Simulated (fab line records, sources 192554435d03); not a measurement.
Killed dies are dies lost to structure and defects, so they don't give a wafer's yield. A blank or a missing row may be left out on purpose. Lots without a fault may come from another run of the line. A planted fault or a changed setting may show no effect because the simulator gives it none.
Which tool did it? | flow n5_finfet | 24 lots, 72 wafers sampled, at 6 steps of a route of 1938

WHAT THE GAUGES READ, wafer by wafer
N5_BEOL_M11_CD_MEAS_28: target cd 70 nm. Usual: cd_nm 69.9 nm, standard deviation 1.2.
lot  | measured     | on        | cd_nm (nm)     | flag
L074 | day 10 23:10 | cd_sem-01 | 70.0 69.6 69.8 |
L075 | day 11 00:51 | cd_sem-03 | 69.7 69.2 68.1 |
L076 | day 11 09:30 | cd_sem-02 | 69.1 71.1 70.0 |
L077 | day 11 17:14 | cd_sem-01 | 68.0 66.3 68.6 |
L078 | day 11 20:35 | cd_sem-01 | 70.7 71.1 69.6 |
L080 | day 12 10:56 | cd_sem-03 | 70.0 70.5 68.5 |
L079 | day 12 14:13 | cd_sem-02 | 71.1 70.2 68.9 |
L081 | day 12 14:23 | cd_sem-03 | 70.3 67.6 68.4 |
L083 | day 13 04:40 | cd_sem-01 | 68.9 69.1 68.2 |
L082 | day 13 07:07 | cd_sem-03 | 69.8 70.4 72.1 |
L086 | day 13 16:43 | cd_sem-03 | 70.2 70.2 71.3 |
L084 | day 13 17:03 | cd_sem-03 | 69.1 71.6 69.1 |
L085 | day 13 22:01 | cd_sem-03 | 71.7 70.2 70.1 |
L089 | day 14 20:26 | cd_sem-02 | 71.4 70.8 70.2 |
L088 | day 14 20:43 | cd_sem-03 | 69.5 71.8 71.4 |
L087 | day 15 01:11 | cd_sem-01 | 69.0 69.6 69.1 |
L090 | day 15 01:20 | cd_sem-01 | 70.2 70.8 71.2 |
L091 | day 15 13:36 | cd_sem-03 | 69.4 69.8 70.0 |
L093 | day 16 00:31 | cd_sem-02 | 69.7 69.0 69.9 |
L092 | day 16 00:42 | cd_sem-02 | 67.6 67.8 68.3 |
L094 | day 16 18:16 | cd_sem-01 | 70.5 72.0 72.1 |
L095 | day 17 01:49 | cd_sem-02 | 71.2 71.2 69.3 |
L097 | day 17 05:53 | cd_sem-01 | 68.6 69.9 72.3 |
L096 | day 17 07:52 | cd_sem-03 | 70.7 69.8 68.0 |

N5_BEOL_M13_THK_MEAS_01. Usual: M13_ILD_THK 840 nm, standard deviation 10.
lot  | measured     | on            | M13_ILD_THK (nm) | flag
L074 | day 11 09:26 | film_metro-02 | 833 827 864      |
L075 | day 11 12:00 | film_metro-02 | 845 854 841      |
L076 | day 11 19:08 | film_metro-01 | 833 828 845      |
L077 | day 12 06:15 | film_metro-02 | 818 830 844      |
L078 | day 12 06:20 | film_metro-01 | 834 842 848      |
L080 | day 12 23:54 | film_metro-02 | 828 827 847      |
L079 | day 13 00:43 | film_metro-01 | 824 843 853      |
L081 | day 13 00:51 | film_metro-02 | 837 848 842      |
L083 | day 13 17:57 | film_metro-02 | 827 824 843      |
L082 | day 13 19:46 | film_metro-02 | 830 838 838      |
L086 | day 14 00:19 | film_metro-01 | 833 840 841      |
L084 | day 14 00:35 | film_metro-02 | 859 841 844      |
L085 | day 14 11:00 | film_metro-02 | 847 843 864      |
L089 | day 15 07:59 | film_metro-01 | 852 841 857      |
L088 | day 15 08:15 | film_metro-02 | 835 849 858      |
L087 | day 15 13:48 | film_metro-02 | 840 833 841      |
L090 | day 15 14:04 | film_metro-02 | 826 819 834      |
L091 | day 16 03:06 | film_metro-01 | 845 840 847      |
L093 | day 16 16:10 | film_metro-01 | 841 835 836      |
L092 | day 16 20:19 | film_metro-01 | 828 835 842      |
L094 | day 17 08:28 | film_metro-02 | 834 848 848      |
L095 | day 17 11:04 | film_metro-02 | 862 863 858      |
L097 | day 17 16:38 | film_metro-02 | 830 851 854      |
L096 | day 17 16:50 | film_metro-02 | 826 855 853      |

WHICH TOOL RAN EACH LOT (tool, then ch and the chambers of the sampled wafers, then the start)
lot  | N5_BEOL_M11_ETCH_66                | N5_BEOL_M11_ALD_74                  | N5_BEOL_M12_ETCH_59                | N5_BEOL_M12_ANNEAL_48
L074 | rie_diel-06 ch 0,1,3, day 10 23:58 | ald_metal-03 ch 0,1,2, day 11 01:57 | rie_diel-01 ch 0,3, day 11 04:20   | rtp_anneal-01 ch 0, day 11 08:32
L075 | rie_diel-05 ch 0,2, day 11 01:01   | ald_metal-04 ch 1,3, day 11 02:08   | rie_diel-04 ch 2,3, day 11 04:41   | rtp_anneal-02 ch 0, day 11 11:08
L076 | rie_diel-06 ch 1,3, day 11 09:40   | ald_metal-01 ch 0,1,2, day 11 10:52 | rie_diel-01 ch 1,2,3, day 11 13:05 | rtp_anneal-01 ch 0, day 11 18:13
L077 | rie_diel-05 ch 0,1,3, day 11 17:25 | ald_metal-01 ch 1,2, day 11 18:49   | rie_diel-01 ch 0,1,2, day 11 23:02 | rtp_anneal-02 ch 0, day 12 05:25
L078 | rie_diel-06 ch 0,1,2, day 11 20:46 | ald_metal-01 ch 0,1,3, day 11 22:05 | rie_diel-02 ch 1,2,3, day 12 01:18 | rtp_anneal-01 ch 0, day 12 05:25
L080 | rie_diel-05 ch 0,2,3, day 12 11:59 | ald_metal-01 ch 0,1,2, day 12 14:46 | rie_diel-01 ch 1,2,3, day 12 17:10 | rtp_anneal-02 ch 0, day 12 22:58
L079 | rie_diel-05 ch 1,3, day 12 14:23   | ald_metal-03 ch 0,1,2, day 12 15:32 | rie_diel-01 ch 0,2, day 12 17:55   | rtp_anneal-02 ch 0, day 12 23:47
L081 | rie_diel-06 ch 0,1,3, day 12 14:34 | ald_metal-04 ch 1,2,3, day 12 16:04 | rie_diel-04 ch 1,2,3, day 12 18:56 | rtp_anneal-01 ch 0, day 12 23:55
L083 | rie_diel-06 ch 0,1,2, day 13 05:04 | ald_metal-04 ch 0,2,3, day 13 06:27 | rie_diel-02 ch 0,2,3, day 13 09:26 | rtp_anneal-01 ch 0, day 13 17:04
L082 | rie_diel-06 ch 1,2, day 13 07:17   | ald_metal-03 ch 1,2, day 13 10:06   | rie_diel-01 ch 1,2, day 13 12:26   | rtp_anneal-01 ch 0, day 13 18:52
L086 | rie_diel-03 ch 1,3, day 13 16:53   | ald_metal-01 ch 0,1,2, day 13 18:07 | rie_diel-02 ch 1,3, day 13 20:22   | rtp_anneal-02 ch 0, day 13 23:23
L084 | rie_diel-05 ch 2,3, day 13 17:13   | ald_metal-04 ch 0,1,3, day 13 18:21 | rie_diel-02 ch 1,2, day 13 20:38   | rtp_anneal-02 ch 0, day 13 23:47
L085 | rie_diel-06 ch 0,2,3, day 13 22:29 | ald_metal-04 ch 0,2, day 14 01:01   | rie_diel-01 ch 0,1,2, day 14 03:14 | rtp_anneal-02 ch 0, day 14 10:08
L089 | rie_diel-03 ch 1,2,3, day 14 20:37 | ald_metal-01 ch 0,1, day 14 21:48   | rie_diel-01 ch 0,1,3, day 15 01:50 | rtp_anneal-02 ch 0, day 15 07:03
L088 | rie_diel-06 ch 0,1,3, day 14 20:54 | ald_metal-03 ch 0,1,3, day 14 22:08 | rie_diel-01 ch 0,2,3, day 15 02:32 | rtp_anneal-02 ch 0, day 15 07:19
L087 | rie_diel-03 ch 0,1,3, day 15 01:21 | ald_metal-01 ch 1,2,3, day 15 02:41 | rie_diel-04 ch 1,2, day 15 06:22   | rtp_anneal-02 ch 0, day 15 12:58
L090 | rie_diel-05 ch 0,1,2, day 15 01:44 | ald_metal-01 ch 0,1,2, day 15 03:59 | rie_diel-01 ch 0,1,2, day 15 07:19 | rtp_anneal-02 ch 0, day 15 13:08
L091 | rie_diel-03 ch 0,1,3, day 15 13:50 | ald_metal-04 ch 0,2,3, day 15 15:09 | rie_diel-01 ch 2,3, day 15 20:31   | rtp_anneal-02 ch 0, day 16 02:18
L093 | rie_diel-03 ch 2,3, day 16 01:18   | ald_metal-04 ch 0,3, day 16 02:43   | rie_diel-04 ch 1,2,3, day 16 07:51 | rtp_anneal-02 ch 0, day 16 15:13
L092 | rie_diel-05 ch 0,1,2, day 16 01:34 | ald_metal-04 ch 0,2,3, day 16 03:45 | rie_diel-04 ch 0,2,3, day 16 08:23 | rtp_anneal-02 ch 0, day 16 19:23
L094 | rie_diel-06 ch 1,2,3, day 16 18:29 | ald_metal-01 ch 0,1,2, day 16 19:50 | rie_diel-01 ch 0,1,3, day 17 02:55 | rtp_anneal-01 ch 0, day 17 07:28
L095 | rie_diel-06 ch 0,2,3, day 17 01:59 | ald_metal-04 ch 0,2,3, day 17 03:14 | rie_diel-02 ch 0,1,3, day 17 05:23 | rtp_anneal-02 ch 0, day 17 10:16
L097 | rie_diel-06 ch 0,2,3, day 17 06:03 | ald_metal-01 ch 0,3, day 17 07:26   | rie_diel-02 ch 0,1,3, day 17 09:35 | rtp_anneal-02 ch 0, day 17 15:28
L096 | rie_diel-05 ch 0,1,3, day 17 08:06 | ald_metal-03 ch 0,1,3, day 17 09:18 | rie_diel-01 ch 0,1,3, day 17 11:48 | rtp_anneal-01 ch 0, day 17 15:58
- N5_BEOL_M11_ETCH_66: etches SOC in N2/H2, target depth 120 nm, overetch 24 nm, time 180 s.
- N5_BEOL_M11_ALD_74: deposits TaN, target thk 2 nm, pulse time 2 s, purge time 3 s.
- N5_BEOL_M12_ETCH_59: etches BARC in N2/H2, target depth 89 nm, overetch 26.7 nm, time 67.9 s.
- N5_BEOL_M12_ANNEAL_48: time 90 s.

WHAT THE TOOLS THEMSELVES READ (means of the sampled wafers that have a number; where no wafer has one, the mark that the record gives instead)
N5_BEOL_M11_ETCH_66. Usual: bias_w 149.9 W, standard deviation 0.5; drypump_motor_current_A 5.72 A, standard deviation 0.28; oes_product_au 0.63 a.u., standard deviation 0.058; rf_fwd_power_W 837.0 W, standard deviation 2.8; rf_vpp_V 523.3 V, standard deviation 2.8; showerhead_plenum_p_Torr 2.52 Torr, standard deviation 0.1; throttle_valve_pct 17.88 %, standard deviation 0.21.
lot  | tool        | bias_w (W) | drypump_motor_current_A (A) | oes_product_au (a.u.) | rf_fwd_power_W (W) | rf_vpp_V (V) | showerhead_plenum_p_Torr (Torr) | throttle_valve_pct (%) | flag
L074 | rie_diel-06 | 149.7      | 5.70                        | 0.64                  | 837.7              | 521.7        | 2.44                            | 17.77                  |
L075 | rie_diel-05 | 150.2      | 5.44                        | 0.68                  | 840.7              | 524.3        | 2.57                            | 17.97                  |
L076 | rie_diel-06 | 150.2      | 5.72                        | 0.60                  | 836.7              | 521.3        | 2.43                            | 17.88                  |
L077 | rie_diel-05 | 149.9      | 5.75                        | 0.66                  | 834.9              | 524.7        | 2.61                            | 18.04                  |
L078 | rie_diel-06 | 149.7      | 5.52                        | 0.68                  | 839.9              | 523.2        | 2.55                            | 17.85                  |
L080 | rie_diel-05 | 149.8      | 5.61                        | 0.65                  | 839.5              | 524.4        | 2.56                            | 18.00                  |
L079 | rie_diel-05 | 149.9      | 5.92                        | 0.63                  | 838.0              | 525.3        | 2.61                            | 18.06                  |
L081 | rie_diel-06 | 149.5      | 5.69                        | 0.63                  | 838.3              | 522.0        | 2.44                            | 17.79                  |
L083 | rie_diel-06 | 150.2      | 5.52                        | 0.66                  | 835.0              | 524.1        | 2.55                            | 17.87                  |
L082 | rie_diel-06 | 149.7      | 5.55                        | 0.64                  | 836.1              | 524.0        | 2.53                            | 17.98                  |
L086 | rie_diel-03 | 150.2      | 5.89                        | 0.60                  | 836.6              | 522.6        | 2.50                            | 18.06                  |
L084 | rie_diel-05 | 149.8      | 5.55                        | 0.59                  | 836.9              | 523.5        | 2.52                            | 17.86                  |
L085 | rie_diel-06 | 149.9      | 5.59                        | 0.66                  | 837.1              | 522.9        | 2.53                            | 17.78                  |
L089 | rie_diel-03 | 150.0      | 5.88                        | 0.57                  | 838.7              | 520.6        | 2.45                            | 18.01                  |
L088 | rie_diel-06 | 149.7      | 5.71                        | 0.61                  | 835.9              | 521.1        | 2.43                            | 17.83                  |
L087 | rie_diel-03 | 149.8      | 6.02                        | 0.62                  | 835.9              | 522.1        | 2.47                            | 17.96                  |
L090 | rie_diel-05 | 150.6      | 5.54                        | 0.61                  | 838.6              | 524.5        | 2.57                            | 17.92                  |
L091 | rie_diel-03 | 149.8      | 6.06                        | 0.62                  | 836.4              | 522.4        | 2.47                            | 17.96                  |
L093 | rie_diel-03 | 149.3      | 5.95                        | 0.73                  | 836.7              | 525.9        | 2.62                            | 17.60                  |
L092 | rie_diel-05 | 149.7      | 5.53                        | 0.61                  | 838.7              | 524.9        | 2.56                            | 17.92                  |
L094 | rie_diel-06 | 149.6      | 5.62                        | 0.63                  | 836.2              | 522.3        | 2.52                            | 17.90                  |
L095 | rie_diel-06 | 149.5      | 5.60                        | 0.65                  | 838.7              | 524.1        | 2.53                            | 17.80                  |
L097 | rie_diel-06 | 150.0      | 5.59                        | 0.65                  | 833.6              | 523.9        | 2.53                            | 17.79                  |
L096 | rie_diel-05 | 150.0      | 5.74                        | 0.62                  | 839.9              | 525.0        | 2.59                            | 18.11                  |

N5_BEOL_M11_ALD_74. Usual: heater_power_w 427 W, standard deviation 60; susceptor_temp_C 275.01 C, standard deviation 0.2.
lot  | tool         | heater_power_w (W) | susceptor_temp_C (C) | flag
L074 | ald_metal-03 | 400                | 275.03               |
L075 | ald_metal-04 | 421                | 275.17               |
L076 | ald_metal-01 | 394                | 275.15               |
L077 | ald_metal-01 | 381                | 274.83               |
L078 | ald_metal-01 | 436                | 275.02               |
L080 | ald_metal-01 | 387                | 274.93               |
L079 | ald_metal-03 | 400                | 274.99               |
L081 | ald_metal-04 | 435                | 275.07               |
L083 | ald_metal-04 | 435                | 275.05               |
L082 | ald_metal-03 | 393                | 275.09               |
L086 | ald_metal-01 | 391                | 275.06               |
L084 | ald_metal-04 | 422                | 275.03               |
L085 | ald_metal-04 | 479                | 274.72               |
L089 | ald_metal-01 | 377                | 274.81               |
L088 | ald_metal-03 | 425                | 275.03               |
L087 | ald_metal-01 | 444                | 274.99               |
L090 | ald_metal-01 | 384                | 275.05               |
L091 | ald_metal-04 | 439                | 275.08               |
L093 | ald_metal-04 | 418                | 275.07               |
L092 | ald_metal-04 | 436                | 274.95               |
L094 | ald_metal-01 | 391                | 274.99               |
L095 | ald_metal-04 | 434                | 275.03               |
L097 | ald_metal-01 | 498                | 275.05               |
L096 | ald_metal-03 | 421                | 274.90               |

N5_BEOL_M12_ETCH_59. Usual: bias_w 150.0 W, standard deviation 0.46; drypump_motor_current_A 5.6 A, standard deviation 0.39; oes_product_au 0.65 a.u., standard deviation 0.043; rf_fwd_power_W 832 W, standard deviation 3.5; rf_vpp_V 523.0 V, standard deviation 2.4; showerhead_plenum_p_Torr 2.51 Torr, standard deviation 0.097; throttle_valve_pct 17.93 %, standard deviation 0.22.
lot  | tool        | bias_w (W) | drypump_motor_current_A (A) | oes_product_au (a.u.) | rf_fwd_power_W (W) | rf_vpp_V (V) | showerhead_plenum_p_Torr (Torr) | throttle_valve_pct (%) | flag
L074 | rie_diel-01 | 150.4      | 5.7                         | 0.64                  | 832                | 521.3        | 2.44                            | 18.10                  |
L075 | rie_diel-04 | 150.4      | 5.0                         | 0.69                  | 834                | 525.4        | 2.62                            | 18.11                  |
L076 | rie_diel-01 | 149.8      | 5.6                         | 0.66                  | 832                | 521.8        | 2.48                            | 17.83                  |
L077 | rie_diel-01 | 149.8      | 5.9                         | 0.65                  | 835                | 521.4        | 2.46                            | 17.73                  |
L078 | rie_diel-02 | 150.1      | 5.3                         | 0.66                  | 832                | 524.9        | 2.61                            | 18.04                  |
L080 | rie_diel-01 | 149.9      | 5.6                         | 0.64                  | 833                | 521.7        | 2.47                            | 17.85                  |
L079 | rie_diel-01 | 149.7      | 5.8                         | 0.64                  | 836                | 522.8        | 2.50                            | 17.81                  |
L081 | rie_diel-04 | 150.4      | 5.4                         | 0.66                  | 831                | 524.0        | 2.59                            | 18.01                  |
L083 | rie_diel-02 | 150.1      | 5.6                         | 0.65                  | 832                | 523.5        | 2.56                            | 18.03                  |
L082 | rie_diel-01 | 150.4      | 5.7                         | 0.65                  | 832                | 522.9        | 2.51                            | 17.70                  |
L086 | rie_diel-02 | 150.2      | 5.1                         | 0.63                  | 827                | 524.0        | 2.55                            | 18.04                  |
L084 | rie_diel-02 | 149.8      | 5.4                         | 0.62                  | 829                | 525.3        | 2.58                            | 18.01                  |
L085 | rie_diel-01 | 149.9      | 5.9                         | 0.64                  | 834                | 522.0        | 2.46                            | 17.76                  |
L089 | rie_diel-01 | 149.8      | 5.8                         | 0.62                  | 830                | 521.0        | 2.42                            | 17.93                  |
L088 | rie_diel-01 | 150.3      | 5.7                         | 0.62                  | 834                | 521.8        | 2.46                            | 18.00                  |
L087 | rie_diel-04 | 149.5      | 5.4                         | 0.66                  | 834                | 524.1        | 2.56                            | 17.97                  |
L090 | rie_diel-01 | 149.4      | 5.9                         | 0.63                  | 836                | 522.4        | 2.45                            | 17.77                  |
L091 | rie_diel-01 | 150.6      | 5.5                         | 0.61                  | 830                | 522.2        | 2.47                            | 18.12                  |
L093 | rie_diel-04 | 149.6      | 5.4                         | 0.71                  | 831                | 524.2        | 2.58                            | 17.93                  |
L092 | rie_diel-04 | 150.1      | 5.3                         | 0.73                  | 831                | 526.8        | 2.64                            | 17.92                  |
L094 | rie_diel-01 | 150.1      | 5.8                         | 0.61                  | 831                | 520.9        | 2.41                            | 17.95                  |
L095 | rie_diel-02 | 149.9      | 5.4                         | 0.63                  | 831                | 523.1        | 2.50                            | 18.07                  |
L097 | rie_diel-02 | 149.6      | 5.4                         | 0.63                  | 831                | 523.1        | 2.50                            | 18.06                  |
L096 | rie_diel-01 | 149.7      | 5.8                         | 0.61                  | 832                | 519.8        | 2.41                            | 17.95                  |

N5_BEOL_M12_ANNEAL_48. Usual: wafer_temp_C_max 225.85, standard deviation 0.22.
lot  | tool          | wafer_temp_C_max | flag
L074 | rtp_anneal-01 | 225.89           |
L075 | rtp_anneal-02 | 225.82           |
L076 | rtp_anneal-01 | 225.36           |
L077 | rtp_anneal-02 | 226.00           |
L078 | rtp_anneal-01 | 225.68           |
L080 | rtp_anneal-02 | 225.91           |
L079 | rtp_anneal-02 | 226.15           |
L081 | rtp_anneal-01 | 225.95           |
L083 | rtp_anneal-01 | 225.55           |
L082 | rtp_anneal-01 | 225.80           |
L086 | rtp_anneal-02 | 225.91           |
L084 | rtp_anneal-02 | 225.79           |
L085 | rtp_anneal-02 | 225.89           |
L089 | rtp_anneal-02 | 225.92           |
L088 | rtp_anneal-02 | 226.05           |
L087 | rtp_anneal-02 | 225.75           |
L090 | rtp_anneal-02 | 225.81           |
L091 | rtp_anneal-02 | 225.70           |
L093 | rtp_anneal-02 | 226.01           |
L092 | rtp_anneal-02 | 225.79           |
L094 | rtp_anneal-01 | 225.82           |
L095 | rtp_anneal-02 | 225.82           |
L097 | rtp_anneal-02 | 225.87           |
L096 | rtp_anneal-01 | 225.70           |

THE ANSWER, worked out from the rows above alone
Rule: a lot is off if the mean of its wafers that have a number lies more than 3 standard deviations from the usual mean. A lot without any number at a reading at which 4 lots or more have one is off too. The other lots that the step has rows for count as sound. The gauges are gone through in route order, then the tools' own readings, and for those a lot's mean is taken as printed above. The first step at which some lot is off is used, and at that step the reading that is off furthest; a lot without a number counts as furthest.
No lot is off at any reading shown: from this, nothing can be told.

WHAT THE SIMULATOR HAD PUT IN
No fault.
